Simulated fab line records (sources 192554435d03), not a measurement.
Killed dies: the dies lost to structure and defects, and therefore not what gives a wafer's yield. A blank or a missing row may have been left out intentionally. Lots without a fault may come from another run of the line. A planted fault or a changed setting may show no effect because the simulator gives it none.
What tool caused it? -- flow n5Finfet -- 21 lots with 63 wafers sampled at 4 steps, on a route of 1938 steps

## WHAT THE GAUGES READ, wafer by wafer
N5_BEOL_M10_THK_MEAS_53: measures by xrf.
lot,measured,on,M10_THK (nm)
L074,day 10 08:12,filmMetro-02,148 138 146
L075,day 10 08:30,filmMetro-02,142 143 143
L076,day 10 22:05,filmMetro-01,140 149 140
L078,day 10 23:05,filmMetro-02,149 140 151
L077,day 11 04:17,filmMetro-02,143 149 138
L079,day 11 08:08,filmMetro-02,150 137 149
L080,day 11 07:32,filmMetro-02,143 145 137
L081,day 11 11:41,filmMetro-01,142 146 148
L083,day 12 07:34,filmMetro-01,150 138 137
L082,day 12 07:39,filmMetro-02,144 141 140
L084,day 12 08:07,filmMetro-02,142 142 140
L086,day 12 14:22,filmMetro-01,146 135 145
L087,day 13 10:40,filmMetro-02,143 142 141
L089,day 13 10:39,filmMetro-01,146 144 130
L088,day 13 19:42,filmMetro-01,139 149 143
L091,day 14 04:46,filmMetro-01,149 147 148
L090,day 14 04:22,filmMetro-01,142 142 130
L093,day 14 17:59,filmMetro-02,146 145 140
L095,day 15 02:34,filmMetro-02,141 140 138
L094,day 15 06:56,filmMetro-02,139 150 142
L096,day 15 12:16,filmMetro-01,134 148 145

## EACH LOT AND THE TOOL THAT RAN IT (in order: tool; ch and the chambers of the sampled wafers; start)
lot,N5_BEOL_M10_DESCUM_16,N5_BEOL_M10_STRIP_67,N5_BEOL_M10_SURFACE_TREAT_76
L074,"rieDiel-01 ch 0,2,3, day 10 02:22","rieDiel-01 ch 0,2,3, day 10 02:36","pvdSputter-01, day 10 06:38"
L075,"rieDiel-04 ch 2,3, day 10 02:30","rieDiel-04 ch 2,3, day 10 02:44","pvdSputter-01, day 10 07:12"
L076,"rieDiel-05 ch 0,2, day 10 15:46","rieDiel-05 ch 0,2, day 10 16:00","pvdSputter-03, day 10 20:39"
L078,"rieDiel-05 ch 0,2,3, day 10 16:04","rieDiel-05 ch 0,2,3, day 10 16:17","pvdSputter-02, day 10 21:44"
L077,"rieDiel-04 ch 0,2,3, day 10 23:34","rieDiel-04 ch 0,2,3, day 10 23:47","pvdSputter-03, day 11 02:53"
L079,"rieDiel-04 ch 0,3, day 11 02:48","rieDiel-04 ch 0,3, day 11 03:02","pvdSputter-03, day 11 07:05"
L080,"rieDiel-05 ch 1,2,3, day 11 02:58","rieDiel-05 ch 1,2,3, day 11 03:12","pvdSputter-03, day 11 06:26"
L081,"rieDiel-01 ch 0,1,3, day 11 06:48","rieDiel-01 ch 0,1,3, day 11 07:02","pvdSputter-02, day 11 10:39"
L083,"rieDiel-05 ch 2,3, day 12 02:32","rieDiel-05 ch 2,3, day 12 02:46","pvdSputter-01, day 12 06:25"
L082,"rieDiel-04 ch 0,1,3, day 12 02:41","rieDiel-04 ch 0,1,3, day 12 02:55","pvdSputter-01, day 12 06:23"
L084,"rieDiel-05 ch 1,2,3, day 12 02:51","rieDiel-05 ch 1,2,3, day 12 03:05","pvdSputter-01, day 12 07:06"
L086,"rieDiel-01 ch 0,3, day 12 09:23","rieDiel-01 ch 0,3, day 12 09:37","pvdSputter-01, day 12 12:46"
L087,"rieDiel-04 ch 1,2,3, day 13 03:45","rieDiel-04 ch 1,2,3, day 13 03:59","pvdSputter-01, day 13 08:57"
L089,"rieDiel-05 ch 1,2,3, day 13 03:55","rieDiel-05 ch 1,2,3, day 13 04:08","pvdSputter-01, day 13 08:52"
L088,"rieDiel-01 ch 0,1,3, day 13 14:02","rieDiel-01 ch 0,1,3, day 13 14:16","pvdSputter-02, day 13 18:40"
L091,"rieDiel-04 ch 0,1,2, day 13 22:34","rieDiel-04 ch 0,1,2, day 13 22:47","pvdSputter-01, day 14 02:53"
L090,"rieDiel-04 ch 0,1,3, day 13 23:06","rieDiel-04 ch 0,1,3, day 13 23:20","pvdSputter-03, day 14 02:40"
L093,"rieDiel-05 ch 0,1,3, day 14 11:07","rieDiel-05 ch 0,1,3, day 14 11:21","pvdSputter-02, day 14 16:56"
L095,"rieDiel-05 ch 0,1,2, day 14 22:23","rieDiel-05 ch 0,1,2, day 14 22:37","pvdSputter-03, day 15 01:29"
L094,"rieDiel-01 ch 1,3, day 15 02:39","rieDiel-01 ch 1,3, day 15 02:53","pvdSputter-02, day 15 05:29"
L096,"rieDiel-01 ch 0,1, day 15 08:41","rieDiel-01 ch 0,1, day 15 08:55","pvdSputter-01, day 15 11:09"
- N5_BEOL_M10_DESCUM_16: chemistry O2, time 7.9 s.
- N5_BEOL_M10_STRIP_67: strips in CF4.
- N5_BEOL_M10_SURFACE_TREAT_76

## AS READ BY THE TOOLS THEMSELVES (means over the sampled wafers that have a number; for cases with no such wafer, the mark the record gives instead)
N5_BEOL_M10_DESCUM_16.
lot,tool,chamberPressureMTorr (mTorr),drypumpMotorCurrentA (A),oesProductAu (a.u.),rfVppV (V),showerheadPlenumPTorr (Torr),throttleValvePct (%)
L074,rieDiel-01,19.988,5.9,0.77,243.1,2.12,20.47
L075,rieDiel-04,19.987,5.6,0.90,242.2,2.06,20.25
L076,rieDiel-05,19.998,5.6,0.80,242.4,2.03,20.51
L078,rieDiel-05,20.004,5.6,0.83,243.0,2.04,20.49
L077,rieDiel-04,20.009,5.8,0.84,241.9,2.03,20.26
L079,rieDiel-04,20.008,5.9,0.81,242.8,2.01,20.28
L080,rieDiel-05,20.004,5.8,0.81,242.5,2.05,20.57
L081,rieDiel-01,19.998,6.0,0.73,243.0,2.08,20.73
L083,rieDiel-05,20.011,5.6,0.83,241.7,2.04,20.48
L082,rieDiel-04,20.005,5.8,0.83,242.7,2.05,20.37
L084,rieDiel-05,20.008,5.8,0.80,242.0,2.04,20.57
L086,rieDiel-01,20.010,6.1,0.77,243.8,2.09,20.50
L087,rieDiel-04,20.007,5.6,0.86,243.1,2.08,20.36
L089,rieDiel-05,20.017,5.8,0.79,242.1,2.04,20.59
L088,rieDiel-01,20.017,6.0,0.82,243.0,2.08,20.62
L091,rieDiel-04,20.003,5.6,0.80,241.9,2.05,20.39
L090,rieDiel-04,20.001,5.8,0.80,242.2,2.05,20.39
L093,rieDiel-05,20.012,5.3,0.83,242.3,2.03,20.44
L095,rieDiel-05,20.010,5.9,0.77,242.4,2.03,20.66
L094,rieDiel-01,19.994,5.9,0.88,243.1,2.07,20.71
L096,rieDiel-01,20.013,5.9,0.85,242.4,2.07,20.75

N5_BEOL_M10_STRIP_67.
lot,tool,chamberPressureMTorr (mTorr),drypumpMotorCurrentA (A),oesProductAu (a.u.),rfVppV (V),showerheadPlenumPTorr (Torr),throttleValvePct (%)
L074,rieDiel-01,49.98,5.9,0.77,270.5,1.82,13.70
L075,rieDiel-04,49.99,5.6,0.90,270.3,1.75,13.27
L076,rieDiel-05,50.01,5.6,0.79,269.7,1.76,13.64
L078,rieDiel-05,49.94,5.6,0.81,270.7,1.77,13.66
L077,rieDiel-04,49.96,5.7,0.85,270.9,1.75,13.39
L079,rieDiel-04,49.99,5.9,0.80,269.5,1.74,13.49
L080,rieDiel-05,49.97,5.8,0.81,270.1,1.76,13.69
L081,rieDiel-01,49.92,6.0,0.74,270.3,1.79,13.87
L083,rieDiel-05,50.00,5.5,0.82,270.5,1.77,13.70
L082,rieDiel-04,49.99,5.8,0.81,269.9,1.76,13.51
L084,rieDiel-05,49.96,5.8,0.80,271.3,1.76,13.70
L086,rieDiel-01,49.98,6.1,0.77,271.3,1.81,13.77
L087,rieDiel-04,50.04,5.6,0.84,269.3,1.76,13.42
L089,rieDiel-05,50.03,5.8,0.79,270.1,1.76,13.73
L088,rieDiel-01,50.00,6.0,0.82,269.9,1.78,13.72
L091,rieDiel-04,49.98,5.5,0.80,270.9,1.75,13.51
L090,rieDiel-04,50.00,5.8,0.79,270.3,1.76,13.55
L093,rieDiel-05,50.03,5.3,0.81,270.3,1.74,13.54
L095,rieDiel-05,50.04,5.9,0.76,269.3,1.75,13.74
L094,rieDiel-01,50.05,5.8,0.86,270.3,1.75,13.66
L096,rieDiel-01,50.01,5.9,0.85,270.7,1.76,13.67

## THE ANSWER, worked out from the rows above alone
Rule: what is usual is taken from the lots themselves. The widest of any qualifying gaps counts: lots, ordered by their means at a reading, are off when they make up no more than a third of the lots, leave a main group of 4 or more, and stand apart from it by 3 or more times the standard deviation of that group's means. A main group whose means are all the same, to the digits that the tables above print for the reading, isn't used. A lot without any number at a reading at which 4 lots or more have one is off too. All remaining lots with rows at the step are treated as sound. After the gauges, taken in route order, come the tools' own readings; for these a lot's mean is taken, as printed above. The first step at which some lot is off is used, and at that step the reading that is off furthest; a lot without a number counts as furthest.
No lot is off on any of the readings shown, so nothing can be concluded from this.

## WHAT THE SIMULATOR HAD INSERTED
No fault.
